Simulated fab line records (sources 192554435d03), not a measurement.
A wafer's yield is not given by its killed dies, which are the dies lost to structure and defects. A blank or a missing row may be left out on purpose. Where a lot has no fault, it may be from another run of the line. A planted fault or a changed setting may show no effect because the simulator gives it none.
A struck lot beside a sound one :: flow n5Finfet :: 40 out of 1938 route steps
Sound: wafers L483.1, L483.4, L483.6. Struck: wafers L497.2, L497.3, L497.4. The cause is given at the end.
For every step that has rows: the tool of each side, followed by ch and its chambers, followed by its first start. Under that, the readings that differ: sound wafers :: struck wafers :: difference of the means :: sigmas: that difference in standard deviations of wafers without a fault.
alike: words and numbers the same on both sides, and readings whose means are apart by under 2 such deviations; not compared: readings that were withheld, readings missing a value for some wafer, numbers with overlapping values and no deviation given by the record, and bounds like >300 which may hide the same value.
Wherever a step has rows on one side only, a row that says differs or no value, or a row with sigmas, the two part there. Non-overlapping numbers with no deviation appear without sigmas and do not part them. Lack of a reading on every wafer of one side parts them only where that side has two or more wafers.

first, 12 steps without rows for these wafers: N5_HKMG_FIN_STRIP_93 (strips SOC in N2/H2, time 20 s); N5_HKMG_FIN_WET_ETCH_76 (etches Al2O3 in dNH4OH, stops on La2O3, target depth 2.25 nm, rinse time 30 s); N5_HKMG_FIN_STRIP_60 (strips in N2/H2, time 360 s); N5_HKMG_FIN_WET_ETCH_77 (etches La2O3 in dHCl, stops on HfO2, target depth 2 nm); N5_HKMG_FIN_WET_ETCH_78 (etches Al2O3 in dNH4OH, stops on La2O3, target depth 4.5 nm, rinse time 30 s); N5_HKMG_FIN_ALD_79 (deposits TiN, target thk 1.5 nm, pulse time 1 s, purge time 3 s); N5_HKMG_FIN_CVD_62 (deposits a-Si from Si2H6, target thk 3 nm, time 20.8 s); N5_HKMG_FIN_RTA_80 (time 2 s); N5_HKMG_FIN_PRECLEAN_64 (cleans in dHF, time 30 s); N5_HKMG_FIN_WET_ETCH_65 (etches a-Si in TMAH, stops on TiN, time 49 s, target depth 3 nm); N5_HKMG_FIN_WET_ETCH_81 (etches TiN in SC1, stops on HfO2, time 57 s, target depth 6 nm); N5_HKMG_FIN_WET_ETCH_82 (etches La2O3 in dHCl, stops on HfO2, target depth 2 nm, rinse time 30 s).
N5_HKMG_FIN_ALD_36: deposits TiN, target thk 1 nm, pulse time 1 s, purge time 3 s.
  sound on aldMetal-04 ch 0,1,2, day 9 00:49; struck on aldMetal-01 ch 1,2,3, day 8 02:40
  no value came back on the struck wafers for aldCycles, chamberPressureTorr (Torr), heaterPowerW (W), precursorPulseHeightRel; on the sound wafers aldCycles reads 47 47 47
then, 25 steps without rows for these wafers: N5_HKMG_FIN_PWFM_ALD_03 (deposits TiN, target thk 2 nm, pulse time 1 s, purge time 3 s); N5_HKMG_FIN_COAT_29 (time 60 s, resist thk 300 nm); N5_HKMG_FIN_COAT_30 (time 60 s, resist thk 35 nm); N5_HKMG_FIN_COAT_06 (resist thk 90 nm); N5_HKMG_FIN_EBR_08; N5_HKMG_FIN_SOFTBAKE_07 (time 60 s); N5_HKMG_FIN_EXPOSE_09 (exposes mask NWFM); N5_HKMG_FIN_PEB_10 (peb time 60 s); N5_HKMG_FIN_DEVELOP_11 (develop time 30 s); N5_HKMG_FIN_DESCUM_17 (chemistry O2, time 7.9 s); N5_HKMG_FIN_ETCH_31 (etches SiARC in CF4, target depth 45.5 nm, time 75.8 s); N5_HKMG_FIN_ETCH_32 (etches SOC in N2/H2, target depth 240 nm, time 300 s); N5_HKMG_FIN_STRIP_33 (strips in N2/H2); N5_HKMG_FIN_STRIP_34 (strips in CF4); N5_HKMG_FIN_ETCH_35 (etches SOC in N2/H2, target depth 215.8 nm, time 243.4 s); N5_HKMG_FIN_STRIP_92 (strips SOC in N2/H2, time 20 s); N5_HKMG_FIN_WET_ETCH_18 (etches TiN in SC1, time 55 s, target depth 5.2 nm, rinse time 30 s); N5_HKMG_FIN_STRIP_19 (strips in N2/H2, time 360 s); N5_HKMG_FIN_ALD_91 (deposits TiN, target thk 1 nm, pulse time 1 s, purge time 3 s); N5_HKMG_FIN_COAT_85 (time 60 s, resist thk 300 nm); N5_HKMG_FIN_ETCH_86 (etches SOC in N2/H2, stops on TiN, target depth 393.2 nm); N5_HKMG_FIN_STRIP_89 (strips SOC in N2/H2, time 20 s); N5_HKMG_FIN_WET_ETCH_87 (etches TiN in SC1, time 154.2 s, target depth 4.7 nm, rinse time 30 s); N5_HKMG_FIN_STRIP_88 (strips in N2/H2, time 360 s); N5_HKMG_FIN_NWFM_ALD_20 (deposits TiAlC, target thk 2 nm, pulse time 3 s, purge time 2 s).
-- a jump in the record: the struck wafers' starts before and after are 4 days apart (it breaks off in module HKMG_FIN and resumes in module BEOL_M4, where the first step shown is number 1111 of the route) --
N5_BEOL_M4_RC_MEAS_101:
  sound on prober-02 ch 0, day 13 19:34; struck on prober-02 ch 0, day 11 15:44
reading: IOFF_P (nA/um)
sound: 0.23 0.21 0.21
struck: 0.04 0.06 0.06
difference: -0.16
sigmas: -5

reading: IOFF_P_85C (nA/um)
sound: 4.0 3.7 3.8
struck: 1.0 1.2 1.2
difference: -2.7
sigmas: -6

reading: IOFF_P_LIN (nA/um)
sound: 0.108 0.103 0.105
struck: 0.021 0.026 0.025
difference: -0.081
sigmas: -7

reading: IOFF_P_LONG (nA/um)
sound: 0.000118 0.00011 0.000121
struck: 5.2e-05 5.7e-05 5.5e-05
difference: -6.2e-05
sigmas: -6

reading: ION_P (uA/um)
sound: 467 469 466
struck: 397 396 405
difference: -68
sigmas: -9

reading: SS_N (mV/dec)
sound: 70.4 70.9 70.9
struck: 71.7 72.6 71.9
difference: +1.3
sigmas: +2

reading: VT_P (mV)
sound: -247 -248 -247
struck: -293 -289 -289
difference: -43
sigmas: -14

reading: VT_P_LONG (mV)
sound: -273 -272 -273
struck: -314 -316 -316
difference: -43
sigmas: -13

reading: VT_P_LVT (mV)
sound: -95.5 -95.9 -95.9
struck: -143.5 -139.7 -138.3
difference: -44.7
sigmas: -17
  alike: DIBL_N, DIBL_P, IOFF_N, ION_N, SS_P, VT_N
-- here the record skips 5 days between the struck wafers' starts before and after, leaving off in module BEOL_M4 and picking up in module PASSIVATION (first step shown: number 1936 of the route) --
N5_PASSIVATION_PROBE_49:
  only the struck wafers here have rows in the record (prober-01, day 16 08:00); the sound ones have none

WHERE THEY PART
At N5_HKMG_FIN_ALD_36 first; at N5_PASSIVATION_PROBE_49 last (within this record only).

WHY: what had been put in by the simulator
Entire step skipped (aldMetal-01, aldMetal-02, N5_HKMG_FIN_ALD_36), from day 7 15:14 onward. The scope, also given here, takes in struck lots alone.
